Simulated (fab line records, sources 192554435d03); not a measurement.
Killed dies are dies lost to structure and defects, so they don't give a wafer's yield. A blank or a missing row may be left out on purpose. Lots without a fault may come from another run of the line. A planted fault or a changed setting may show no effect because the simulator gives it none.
Split-lot experiment | flow n5_finfet | 7 lots, 39 wafers read, on a route of 1938 steps

THE SPLIT
At N5_FIN_CUT_ETCH_21 (etches SOC in N2/H2, target depth 219 nm, overetch 43.8 nm, time 523.5 s), the setting time_s was moved away from the recipe's 523.5 s on 12 of the 39 wafers read, by -21.5% to +18.5%. The other wafers ran this setting at the recipe's value.

The reading is taken at the split's own step.

THE READING
SiARC_of_FIN_CUT_COAT_19.thk_nm (the simulator's own value, which no gauge read), in nm, at N5_FIN_CUT_ETCH_21 (etches SOC in N2/H2, target depth 219 nm, overetch 43.8 nm, time 523.5 s). The file gives no usual value for it. The 27 wafers here that ran the recipe average 12.0 nm, standard deviation 0.22 nm.

wafer  | tool, chamber at the split | time_s as run, s | against the recipe | SiARC_of_FIN_CUT_COAT_19.thk_nm, nm | against lot-mates on the recipe
L076.1 | rie_diel-05, 3,1           | 523.5            | recipe             | 12.4                                | -
L076.4 | rie_diel-05, 3,1           | 523.5            | recipe             | 12.4                                | -
L076.2 | rie_diel-05, 2,2,1         | 523.5            | recipe             | 12.2                                | -
L076.5 | rie_diel-05, 2,2,1         | 523.5            | recipe             | 12.2                                | -
L076.6 | rie_diel-05, 2,2,1         | 523.5            | recipe             | 12.2                                | -
L076.3 | rie_diel-05, 0             | 523.5            | recipe             | 12                                  | -
L079.1 | rie_diel-06, 3             | 468.9            | -10.4%             | 12.6                                | +0.7
L079.2 | rie_diel-06, 0             | 523.5            | recipe             | 11.8                                | -
L079.6 | rie_diel-06, 0             | 523.5            | recipe             | 11.8                                | -
L079.3 | rie_diel-06, 1             | 468.9            | -10.4%             | 13                                  | +1.1
L079.4 | rie_diel-06, 2             | 523.5            | recipe             | 12.2                                | -
L079.5 | rie_diel-06, 3             | 468.9            | -10.4%             | 12.4                                | +0.5
L080.1 | rie_diel-05, 2,1,2         | 559.6            | +6.9%              | 11.6                                | -0.5
L080.2 | rie_diel-05, 2,1,2         | 559.6            | +6.9%              | 11.6                                | -0.5
L080.6 | rie_diel-05, 2,1,2         | 559.6            | +6.9%              | 11.6                                | -0.5
L080.3 | rie_diel-05, 0             | 523.5            | recipe             | 11.8                                | -
L080.4 | rie_diel-05, 3,1           | 523.5            | recipe             | 12.2                                | -
L080.5 | rie_diel-05, 3,1           | 523.5            | recipe             | 12.2                                | -
L087.2 | rie_diel-05, 2,1           | 523.5            | recipe             | 12                                  | -
L087.4 | rie_diel-05, 2,1           | 523.5            | recipe             | 12                                  | -
L087.3 | rie_diel-05, 0             | 523.5            | recipe             | 11.8                                | -
L089.1 | rie_diel-01, 2,3,0         | 523.5            | recipe             | 11.8                                | -
L089.2 | rie_diel-01, 2,3,0         | 523.5            | recipe             | 11.8                                | -
L089.4 | rie_diel-01, 2,3,0         | 523.5            | recipe             | 11.8                                | -
L089.3 | rie_diel-01, 1             | 523.5            | recipe             | 11.6                                | -
L089.6 | rie_diel-01, 1             | 523.5            | recipe             | 11.6                                | -
L089.5 | rie_diel-01, 0             | 523.5            | recipe             | 12                                  | -
L095.1 | rie_diel-05, 0             | 523.5            | recipe             | 11.8                                | -
L095.2 | rie_diel-05, 1,3           | 410.9            | -21.5%             | 13.6                                | +1.7
L095.4 | rie_diel-05, 1,3           | 410.9            | -21.5%             | 13.6                                | +1.7
L095.3 | rie_diel-05, 2             | 410.9            | -21.5%             | 13.8                                | +1.9
L095.5 | rie_diel-05, 1,2           | 523.5            | recipe             | 12                                  | -
L095.6 | rie_diel-05, 1,2           | 523.5            | recipe             | 12                                  | -
L096.1 | rie_diel-06, 0             | 620.2            | +18.5%             | 10.4                                | -1.4
L096.2 | rie_diel-06, 2,3,2         | 523.5            | recipe             | 11.8                                | -
L096.5 | rie_diel-06, 2,3,2         | 523.5            | recipe             | 11.8                                | -
L096.6 | rie_diel-06, 2,3,2         | 523.5            | recipe             | 11.8                                | -
L096.3 | rie_diel-06, 3             | 620.2            | +18.5%             | 10.2                                | -1.6
L096.4 | rie_diel-06, 1             | 620.2            | +18.5%             | 10.8                                | -1.0
Where a row lists several chambers, the file gives one row for several wafers and doesn't say which wafer went through which chamber.

THE FIT
A straight line over all 39 wafers: SiARC_of_FIN_CUT_COAT_19.thk_nm changes by -0.0772 nm for each +1% of time_s; r = -0.95; the points scatter about the line by 0.22 nm.
The same after taking each lot's own level away (the mean of its wafers on the recipe; 39 wafers): -0.0757 nm for each +1%; r = -0.97; scatter 0.16 nm.
On that fit, the largest move of time_s shifts the reading by 1.6 nm.
The lots' own levels span 11.77 to 12.23 nm, that is 2.1 times the standard deviation above.
So the lot-to-lot level changes the slope little: the two slopes agree.
Check: with one of the wafers moved furthest among these (-21.5%) left out of the fit, the line predicts +1.64 nm for it against its lot-mates. It came out at +1.67 nm against them.

OTHER SPLITS ON THESE WAFERS
These wafers also went through other splits before the reading. Each is held against what the fit with the lots' levels taken away leaves over:
other split on the same wafers    | wafers away from the commonest value | r with SiARC_of_FIN_CUT_COAT_19.thk_nm (lot level and that fit taken away)
N5_WELL_APT_IMPLANT_32 energy_kev | 12                                   | +0.10

THE FILE'S OWN FIT
SiARC_of_FIN_CUT_COAT_19.thk_nm changes by -0.0758 nm for each +1% of time_s, r = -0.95.
